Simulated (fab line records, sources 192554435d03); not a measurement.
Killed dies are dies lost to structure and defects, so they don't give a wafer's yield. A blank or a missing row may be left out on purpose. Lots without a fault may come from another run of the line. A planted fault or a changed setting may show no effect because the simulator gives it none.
Which tool did it? | flow n5_finfet | 24 lots, 72 wafers sampled, at 4 steps of a route of 1938

WHAT THE GAUGES READ, wafer by wafer
N5_ILD0_INSPECT_06: inspects for defects (darkfield). Usual: raw_defect_count 36, standard deviation 17.
lot  | measured    | on                | raw_defect_count | flag
L074 | day 3 18:36 | defect_inspect-02 | 56 56 31         |
L075 | day 4 01:48 | defect_inspect-01 | 27 10 32         |
L076 | day 4 05:17 | defect_inspect-02 | 31 34 31         |
L077 | day 4 12:46 | defect_inspect-01 | 41 18 45         |
L078 | day 4 15:50 | defect_inspect-02 | 76 25 35         |
L079 | day 4 21:45 | defect_inspect-01 | 33 53 37         |
L080 | day 5 09:41 | defect_inspect-02 | 11 46 11         |
L081 | day 5 11:57 | defect_inspect-02 | 35 29 28         |
L082 | day 5 18:44 | defect_inspect-01 | 44 66 55         |
L084 | day 6 03:12 | defect_inspect-01 | 33 15 35         |
L083 | day 6 04:38 | defect_inspect-01 | 15 30 22         |
L085 | day 6 14:04 | defect_inspect-02 | 51 29 35         |
L086 | day 6 18:07 | defect_inspect-02 | 22 22 29         |
L087 | day 6 22:29 | defect_inspect-01 | 30 29 39         |
L088 | day 7 08:10 | defect_inspect-02 | 43 55 49         |
L089 | day 7 10:59 | defect_inspect-02 | 27 28 36         |
L090 | day 7 16:20 | defect_inspect-01 | 35 52 51         |
L091 | day 7 22:34 | defect_inspect-02 | 15 13 20         |
L092 | day 8 04:58 | defect_inspect-01 | 16 40 20         |
L093 | day 8 14:59 | defect_inspect-02 | 47 37 48         |
L094 | day 8 22:44 | defect_inspect-02 | 23 41 38         |
L095 | day 9 00:22 | defect_inspect-02 | 14 30 38         |
L096 | day 9 16:17 | defect_inspect-01 | 8 26 32          |
L097 | day 9 18:55 | defect_inspect-02 | 69 69 73         |

N5_HKMG_FIN_OVL_MEAS_50. Usual: NDIPOLE_OVL 0.7 nm, standard deviation 0.73.
lot  | measured     | on         | NDIPOLE_OVL (nm) | flag
L074 | day 4 00:40  | overlay-02 | -0.3 -0.1 0.0    |
L075 | day 4 07:52  | overlay-01 | 0.5 0.7 0.5      |
L076 | day 4 11:26  | overlay-01 | 0.9 0.1 0.2      |
L077 | day 4 18:55  | overlay-01 | 0.9 0.9 -0.7     |
L078 | day 4 22:34  | overlay-01 | 0.6 0.6 0.8      |
L079 | day 5 03:44  | overlay-01 | 0.7 0.4 0.7      |
L080 | day 5 15:50  | overlay-01 | 1.9 1.1 0.4      |
L081 | day 5 18:28  | overlay-02 | 0.1 0.3 -0.8     |
L082 | day 6 01:28  | overlay-02 | 0.9 0.8 0.8      |
L084 | day 6 09:31  | overlay-01 | 0.7 0.2 0.9      |
L083 | day 6 10:44  | overlay-01 | 1.2 0.8 1.8      |
L085 | day 6 20:15  | overlay-01 | 0.7 1.1 1.7      |
L086 | day 7 00:37  | overlay-01 | -0.6 0.6 0.1     |
L087 | day 7 05:13  | overlay-01 | 1.4 2.3 1.7      |
L088 | day 7 14:37  | overlay-01 | 0.0 -0.5 -0.7    |
L089 | day 7 17:23  | overlay-01 | 0.9 0.5 1.1      |
L090 | day 7 22:35  | overlay-02 | 1.3 1.5 1.1      |
L091 | day 8 04:47  | overlay-02 | 0.1 1.2 1.6      |
L092 | day 8 11:16  | overlay-02 | -0.1 1.0 0.1     |
L093 | day 8 20:44  | overlay-01 | 1.4 1.2 1.6      |
L094 | day 9 05:13  | overlay-02 | 0.8 1.3 1.5      |
L095 | day 9 06:34  | overlay-02 | 1.5 2.0 0.7      |
L096 | day 9 22:59  | overlay-02 | 1.0 2.6 2.3      |
L097 | day 10 01:27 | overlay-02 | 0.8 0.0 1.0      |

WHICH TOOL RAN EACH LOT (tool, then ch and the chambers of the sampled wafers, then the start)
lot  | N5_DUMMY_GATE_ETCH_42             | N5_SD_ACTIVATION_LSA_01
L074 | rie_diel-03 ch 1,2,3, day 3 01:33 | laser_anneal-02 ch 0, day 3 11:09
L075 | rie_diel-01 ch 1,3, day 3 09:25   | laser_anneal-02 ch 0, day 3 19:01
L076 | rie_diel-03 ch 1,2,3, day 3 11:31 | laser_anneal-02 ch 0, day 3 21:25
L077 | rie_diel-03 ch 0,1,2, day 3 18:41 | laser_anneal-02 ch 0, day 4 05:21
L078 | rie_diel-03 ch 1,2, day 3 22:56   | laser_anneal-02 ch 0, day 4 09:03
L079 | rie_diel-04 ch 0,1,3, day 4 04:41 | laser_anneal-02 ch 0, day 4 14:35
L080 | rie_diel-03 ch 2,3, day 4 15:58   | laser_anneal-02 ch 0, day 5 02:56
L081 | rie_diel-01 ch 0,1,3, day 4 17:48 | laser_anneal-02 ch 0, day 5 05:10
L082 | rie_diel-03 ch 0,2,3, day 5 01:45 | laser_anneal-02 ch 0, day 5 11:38
L084 | rie_diel-01 ch 1,2,3, day 5 10:24 | laser_anneal-02 ch 0, day 5 20:26
L083 | rie_diel-01 ch 1,2,3, day 5 11:06 | laser_anneal-02 ch 0, day 5 21:28
L085 | rie_diel-01 ch 2,3, day 5 21:13   | laser_anneal-01 ch 0, day 6 07:05
L086 | rie_diel-03 ch 1,2,3, day 6 00:15 | laser_anneal-01 ch 0, day 6 11:20
L087 | rie_diel-03 ch 0,3, day 6 05:38   | laser_anneal-01 ch 0, day 6 15:35
L088 | rie_diel-01 ch 1,2,3, day 6 13:47 | laser_anneal-02 ch 0, day 7 01:25
L089 | rie_diel-04 ch 1,3, day 6 17:19   | laser_anneal-02 ch 0, day 7 04:11
L090 | rie_diel-04 ch 0,1,2, day 6 21:59 | laser_anneal-02 ch 0, day 7 09:08
L091 | rie_diel-03 ch 0,3, day 7 04:59   | laser_anneal-02 ch 0, day 7 15:23
L092 | rie_diel-03 ch 0,1,3, day 7 10:45 | laser_anneal-01 ch 0, day 7 21:51
L093 | rie_diel-04 ch 1,2,3, day 7 20:10 | laser_anneal-02 ch 0, day 8 08:07
L094 | rie_diel-03 ch 0,3, day 8 04:30   | laser_anneal-02 ch 0, day 8 15:15
L095 | rie_diel-04 ch 1,3, day 8 05:44   | laser_anneal-02 ch 0, day 8 17:07
L096 | rie_diel-03 ch 0,1, day 8 20:19   | laser_anneal-01 ch 0, day 9 09:32
L097 | rie_diel-04 ch 0,1,2, day 8 23:52 | laser_anneal-02 ch 0, day 9 12:07
- N5_DUMMY_GATE_ETCH_42: etches SiO2 in CHF3/O2, target depth 3.5 nm, time 31 s.
- N5_SD_ACTIVATION_LSA_01: time 0.0008 s.

WHAT THE TOOLS THEMSELVES READ (means of the sampled wafers that have a number; where no wafer has one, the mark that the record gives instead)
N5_DUMMY_GATE_ETCH_42. Usual: drypump_motor_current_A 5.5 A, standard deviation 0.42; oes_product_au 0.82 a.u., standard deviation 0.1; rf_vpp_V 42.6 V, standard deviation 1; showerhead_plenum_p_Torr 2.42 Torr, standard deviation 0.089; throttle_valve_pct 18.82 %, standard deviation 0.24.
lot  | tool        | drypump_motor_current_A (A) | oes_product_au (a.u.) | rf_vpp_V (V) | showerhead_plenum_p_Torr (Torr) | throttle_valve_pct (%) | flag
L074 | rie_diel-03 | 5.4                         | 0.93                  | 42.3         | 2.46                            | 18.83                  |
L075 | rie_diel-01 | 5.7                         | 0.76                  | 42.7         | 2.33                            | 18.67                  |
L076 | rie_diel-03 | 5.3                         | 0.92                  | 42.1         | 2.46                            | 18.84                  |
L077 | rie_diel-03 | 5.5                         | 0.85                  | 41.8         | 2.44                            | 18.87                  |
L078 | rie_diel-03 | 5.8                         | 0.92                  | 42.7         | 2.49                            | 18.74                  |
L079 | rie_diel-04 | 6.0                         | 0.77                  | 42.8         | 2.38                            | 18.74                  |
L080 | rie_diel-03 | 4.9                         | 0.90                  | 42.1         | 2.42                            | 18.94                  |
L081 | rie_diel-01 | 5.5                         | 0.93                  | 43.1         | 2.53                            | 18.53                  |
L082 | rie_diel-03 | 5.1                         | 0.83                  | 42.6         | 2.40                            | 18.98                  |
L084 | rie_diel-01 | 5.7                         | 0.85                  | 42.6         | 2.47                            | 18.63                  |
L083 | rie_diel-01 | 5.7                         | 0.85                  | 42.9         | 2.47                            | 18.63                  |
L085 | rie_diel-01 | 5.5                         | 0.84                  | 44.3         | 2.44                            | 18.77                  |
L086 | rie_diel-03 | 5.3                         | 0.89                  | 43.0         | 2.45                            | 18.86                  |
L087 | rie_diel-03 | 5.1                         | 0.77                  | 42.1         | 2.31                            | 19.01                  |
L088 | rie_diel-01 | 5.6                         | 0.83                  | 43.3         | 2.46                            | 18.64                  |
L089 | rie_diel-04 | 6.0                         | 0.81                  | 42.6         | 2.33                            | 18.56                  |
L090 | rie_diel-04 | 5.7                         | 0.74                  | 42.2         | 2.43                            | 18.82                  |
L091 | rie_diel-03 | 4.9                         | 0.82                  | 42.6         | 2.33                            | 18.97                  |
L092 | rie_diel-03 | 5.3                         | 0.82                  | 42.4         | 2.37                            | 18.89                  |
L093 | rie_diel-04 | 6.0                         | 0.75                  | 42.3         | 2.37                            | 18.79                  |
L094 | rie_diel-03 | 5.1                         | 0.76                  | 41.5         | 2.31                            | 19.03                  |
L095 | rie_diel-04 | 6.2                         | 0.75                  | 41.9         | 2.31                            | 18.73                  |
L096 | rie_diel-03 | 5.7                         | 0.82                  | 42.5         | 2.40                            | 18.82                  |
L097 | rie_diel-04 | 5.8                         | 0.73                  | 42.9         | 2.43                            | 18.83                  |

N5_SD_ACTIVATION_LSA_01. Usual: wafer_temp_C_max 1084.7, standard deviation 0.98.
lot  | tool            | wafer_temp_C_max | flag
L074 | laser_anneal-02 | 1085.2           |
L075 | laser_anneal-02 | 1084.2           |
L076 | laser_anneal-02 | 1083.5           |
L077 | laser_anneal-02 | 1085.2           |
L078 | laser_anneal-02 | 1084.0           |
L079 | laser_anneal-02 | 1085.0           |
L080 | laser_anneal-02 | 1085.5           |
L081 | laser_anneal-02 | 1084.0           |
L082 | laser_anneal-02 | 1084.8           |
L084 | laser_anneal-02 | 1083.8           |
L083 | laser_anneal-02 | 1084.7           |
L085 | laser_anneal-01 | 1084.7           |
L086 | laser_anneal-01 | 1084.5           |
L087 | laser_anneal-01 | 1086.1           |
L088 | laser_anneal-02 | 1083.8           |
L089 | laser_anneal-02 | 1085.1           |
L090 | laser_anneal-02 | 1084.2           |
L091 | laser_anneal-02 | 1085.3           |
L092 | laser_anneal-01 | 1085.9           |
L093 | laser_anneal-02 | 1083.8           |
L094 | laser_anneal-02 | 1084.3           |
L095 | laser_anneal-02 | 1084.9           |
L096 | laser_anneal-01 | 1085.0           |
L097 | laser_anneal-02 | 1083.8           |

THE ANSWER, worked out from the rows above alone
Rule: a lot is off if the mean of its wafers that have a number lies more than 3 standard deviations from the usual mean. A lot without any number at a reading at which 4 lots or more have one is off too. The other lots that the step has rows for count as sound. The gauges are gone through in route order, then the tools' own readings, and for those a lot's mean is taken as printed above. The first step at which some lot is off is used, and at that step the reading that is off furthest; a lot without a number counts as furthest.
No lot is off at any reading shown: from this, nothing can be told.

WHAT THE SIMULATOR HAD PUT IN
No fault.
